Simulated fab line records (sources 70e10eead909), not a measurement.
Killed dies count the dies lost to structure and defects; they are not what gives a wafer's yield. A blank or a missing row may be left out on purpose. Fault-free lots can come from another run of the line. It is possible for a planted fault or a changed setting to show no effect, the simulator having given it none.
One fault seen from 2 desks + flow nand_harc + each desk has only its own numbers; what lay behind them comes last

== METROLOGY DESK ==
Means of the sampled wafers that have a number, per lot and without regard to the tool the lot ran on: this is what the gauges read. Marked OUT: a lot whose mean sits more than 4 standard deviations from the usual mean, which makes it out of limits; the brackets give that distance.
Columns: A = cd_nm at NHARC_P_M0_CD_MEAS_09, usual 89.9 nm; B = thk_nm at NHARC_P_M0_THK_MEAS_24, usual 117.6 nm
| lot  | first seen here | A    | B                |
|------|-----------------|------|------------------|
| L151 | day 5 15:35     | 89.9 | 116.4            |
| L150 | day 6 02:33     | 89.6 | 116.5            |
| L153 | day 6 14:08     | 89.9 | 117.9            |
| L152 | day 6 14:43     | 89.4 | 117.5            |
| L155 | day 7 08:17     | 90.2 | 110.0 (-5.9) OUT |
| L160 | day 8 12:55     | 91.1 | 110.6 (-5.4) OUT |
| L163 | day 9 03:02     | 90.1 | 115.9            |
| L164 | day 9 16:34     | 90.5 | 117.2            |
| L165 | day 9 17:53     | 89.3 | 116.8            |
| L166 | day 10 00:01    | 89.5 | 118.2            |
| L171 | day 10 23:24    | 89.3 | 116.9            |
| L173 | day 11 10:49    | 89.3 | 119.2            |
This desk's finding: out of limits on L155, L160; first on L155, day 7 10:50 (thk_nm at NHARC_P_M0_THK_MEAS_24). In limits: L151, L150, L153, L152, L163, L164, L165, L166, L171, L173.

== TOOL OWNER'S DESK, cmp-03 ==
The tool's own readings at NHARC_P_M0_CMP_23 (polishes, t overpolish 20 s, target thk 117.53 nm): means of the sampled wafers that have a number, for each lot that ran on this tool. Marked OUT: a lot whose mean sits more than 4 standard deviations from the usual mean, which makes it out of limits; the brackets give that distance.
Columns: A = motor_current_A at NHARC_P_M0_CMP_23, usual 12.5 A; B = time_to_endpoint_s at NHARC_P_M0_CMP_23, usual 29.2 s
| lot  | first seen here | A    | B               |
|------|-----------------|------|-----------------|
| L150 | day 6 04:50     | 13.2 | 31.3            |
| L152 | day 6 16:55     | 13.2 | 28.7            |
| L155 | day 7 10:32     | 12.8 | 16.9 (-5.6) OUT |
| L160 | day 8 15:08     | 13.1 | 14.3 (-6.8) OUT |
| L173 | day 11 13:02    | 12.9 | 30.3            |
This desk's finding: out of limits on L155, L160; first on L155, day 7 10:32 (time_to_endpoint_s at NHARC_P_M0_CMP_23). In limits: L150, L152, L173.

== TAKEN TOGETHER ==
The tool owner's desk could have raised an alarm at day 7 10:32, on L155, L160.
On L155, L160, the metrology desk was in a position to raise an alarm at day 7 10:50.
All the named lots went through NHARC_P_M0_CMP_23 on cmp-03.

== WHAT THE SIMULATOR PUT IN ==
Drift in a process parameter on cmp-03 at NHARC_P_M0_CMP_23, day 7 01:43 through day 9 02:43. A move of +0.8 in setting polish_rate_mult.
Struck lots among those shown: L155, L160.
Time in hours from fault onset to the first out-of-limits reading at each desk: tool owner's desk 9, metrology desk 9.
